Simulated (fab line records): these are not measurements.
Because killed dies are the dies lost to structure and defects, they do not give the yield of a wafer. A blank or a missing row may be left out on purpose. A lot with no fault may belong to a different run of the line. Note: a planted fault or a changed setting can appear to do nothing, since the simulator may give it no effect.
Split-lot study || flow n5 finfet || on a route of 1938 steps: 7 lots, 21 wafers read

## ON THE SPLIT
At N5_BEOL_M2_ETCH_70 (etches SOC in N2/H2, target depth 80 nm, overetch 24 nm, time 130 s), the setting source w was moved away from the recipe's 840 W on 9 of the 21 wafers read, by -10.2% to +16.1%. All remaining wafers had this setting at the recipe value.

The reading is taken at the split's own step.

## THE READING
rf vpp V, in V, at N5_BEOL_M2_ETCH_70 (etches SOC in N2/H2, target depth 80 nm, overetch 24 nm, time 130 s). A value of 523.2 V with a standard deviation of 2.8 V is what fault-free wafers of this fab line usually give.

{"wafer": "L076.2", "tool, chamber at the split": "rie diel-04, 1", "source w as run, W": 840, "against the recipe": "recipe", "rf vpp V, V": 519.2, "against lot-mates on the recipe": "-"}
{"wafer": "L076.4", "tool, chamber at the split": "rie diel-04, 2", "source w as run, W": 840, "against the recipe": "recipe", "rf vpp V, V": 521.0, "against lot-mates on the recipe": "-"}
{"wafer": "L076.6", "tool, chamber at the split": "rie diel-04, 3", "source w as run, W": 840, "against the recipe": "recipe", "rf vpp V, V": 526.5, "against lot-mates on the recipe": "-"}
{"wafer": "L083.1", "tool, chamber at the split": "rie diel-04, 2", "source w as run, W": 961.3, "against the recipe": "+14.4%", "rf vpp V, V": 498.0, "against lot-mates on the recipe": -24.6}
{"wafer": "L083.4", "tool, chamber at the split": "rie diel-04, 2", "source w as run, W": 840, "against the recipe": "recipe", "rf vpp V, V": 520.3, "against lot-mates on the recipe": "-"}
{"wafer": "L083.5", "tool, chamber at the split": "rie diel-04, 3", "source w as run, W": 840, "against the recipe": "recipe", "rf vpp V, V": 524.9, "against lot-mates on the recipe": "-"}
{"wafer": "L085.1", "tool, chamber at the split": "rie diel-05, 3", "source w as run, W": 840, "against the recipe": "recipe", "rf vpp V, V": 519.5, "against lot-mates on the recipe": "-"}
{"wafer": "L085.5", "tool, chamber at the split": "rie diel-05, 3", "source w as run, W": 840, "against the recipe": "recipe", "rf vpp V, V": 520.2, "against lot-mates on the recipe": "-"}
{"wafer": "L085.6", "tool, chamber at the split": "rie diel-05, 0", "source w as run, W": 840, "against the recipe": "recipe", "rf vpp V, V": 522.1, "against lot-mates on the recipe": "-"}
{"wafer": "L086.2", "tool, chamber at the split": "rie diel-04, 3", "source w as run, W": 754.5, "against the recipe": "-10.2%", "rf vpp V, V": 544.0, "against lot-mates on the recipe": "no lot-mate on the recipe"}
{"wafer": "L086.3", "tool, chamber at the split": "rie diel-04, 2", "source w as run, W": 754.5, "against the recipe": "-10.2%", "rf vpp V, V": 540.6, "against lot-mates on the recipe": "no lot-mate on the recipe"}
{"wafer": "L086.6", "tool, chamber at the split": "rie diel-04, 1", "source w as run, W": 754.5, "against the recipe": "-10.2%", "rf vpp V, V": 548.6, "against lot-mates on the recipe": "no lot-mate on the recipe"}
{"wafer": "L089.2", "tool, chamber at the split": "rie diel-04, 3", "source w as run, W": 840, "against the recipe": "recipe", "rf vpp V, V": 525.1, "against lot-mates on the recipe": "-"}
{"wafer": "L089.4", "tool, chamber at the split": "rie diel-04, 0", "source w as run, W": 902, "against the recipe": "+7.4%", "rf vpp V, V": 510.7, "against lot-mates on the recipe": -14.4}
{"wafer": "L089.6", "tool, chamber at the split": "rie diel-04, 2", "source w as run, W": 902, "against the recipe": "+7.4%", "rf vpp V, V": 507.9, "against lot-mates on the recipe": -17.2}
{"wafer": "L088.2", "tool, chamber at the split": "rie diel-05, 1", "source w as run, W": 840, "against the recipe": "recipe", "rf vpp V, V": 521.2, "against lot-mates on the recipe": "-"}
{"wafer": "L088.3", "tool, chamber at the split": "rie diel-05, 3", "source w as run, W": 928.6, "against the recipe": "+10.5%", "rf vpp V, V": 502.0, "against lot-mates on the recipe": -19.2}
{"wafer": "L088.4", "tool, chamber at the split": "rie diel-05, 0", "source w as run, W": 928.6, "against the recipe": "+10.5%", "rf vpp V, V": 505.4, "against lot-mates on the recipe": -15.8}
{"wafer": "L096.1", "tool, chamber at the split": "rie diel-04, 2", "source w as run, W": 840, "against the recipe": "recipe", "rf vpp V, V": 519.4, "against lot-mates on the recipe": "-"}
{"wafer": "L096.2", "tool, chamber at the split": "rie diel-04, 3", "source w as run, W": 840, "against the recipe": "recipe", "rf vpp V, V": 526.0, "against lot-mates on the recipe": "-"}
{"wafer": "L096.6", "tool, chamber at the split": "rie diel-04, 0", "source w as run, W": 975.1, "against the recipe": "+16.1%", "rf vpp V, V": 497.8, "against lot-mates on the recipe": -24.9}

FIT RESULTS
A straight line over all 21 wafers: rf vpp V changes by -1.83 V for each +1% of source w; r = -0.98; the points scatter about the line by 3 V.
The same after taking each lot's own level away (the mean of its wafers on the recipe; 18 wafers): -1.68 V for each +1%; r = -0.97; scatter 2.5 V.
On that fit, the largest move of source w shifts the reading by 27 V.
From 520.60 to 525.10 V: that is the span of the lots' own levels, equal to 1.6 times the standard deviation above.
So the lot-to-lot level changes the slope little: the two slopes agree.
Check: -28.4 V against its lot-mates is what the line predicts for one of the wafers moved furthest among these (+16.1%) when that wafer is left out of the fit. Against them it came out at -24.9 V.
Tool readings at the split's step, against how far the setting was moved: rf vpp V r = -0.98.

## THESE WAFERS: OTHER SPLITS
Note: prior to the reading, these wafers also went through further splits. Each is held against what the fit with the lots' levels taken away leaves over:
{"other split on the same wafers": "N5_GATE_CUT_EXPOSE_10 dose mj", "wafers away from the commonest value": 8, "r with rf vpp V (lot level and that fit taken away)": -0.25}
{"other split on the same wafers": "N5_GATE_CUT_CUT_ETCH_54 Cl2_flow_sccm", "wafers away from the commonest value": 5, "r with rf vpp V (lot level and that fit taken away)": -0.11}
{"other split on the same wafers": "N5_GATE_CUT_ALD_22 ald cycles", "wafers away from the commonest value": 6, "r with rf vpp V (lot level and that fit taken away)": "+0.27"}
{"other split on the same wafers": "N5_MOL_CONTACT_COAG_ALD_133 ald cycles", "wafers away from the commonest value": 7, "r with rf vpp V (lot level and that fit taken away)": "+0.05"}
{"other split on the same wafers": "N5_BEOL_M0_ETCH_128 source w", "wafers away from the commonest value": 7, "r with rf vpp V (lot level and that fit taken away)": "+0.16"}
{"other split on the same wafers": "N5_BEOL_M1_ETCH_64 bias w", "wafers away from the commonest value": 9, "r with rf vpp V (lot level and that fit taken away)": "+0.02"}
{"other split on the same wafers": "N5_BEOL_M2_DESCUM_16 time s", "wafers away from the commonest value": 10, "r with rf vpp V (lot level and that fit taken away)": -0.33}
{"other split on the same wafers": "N5_BEOL_M2_ETCH_64 bias w", "wafers away from the commonest value": 4, "r with rf vpp V (lot level and that fit taken away)": -0.34}
{"other split on the same wafers": "N5_BEOL_M2_EXPOSE_25 dose mj", "wafers away from the commonest value": 3, "r with rf vpp V (lot level and that fit taken away)": "+0.37"}

## THE FILE'S OWN FIT
rf vpp V changes by -1.67 V for each +1% of source w, r = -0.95.
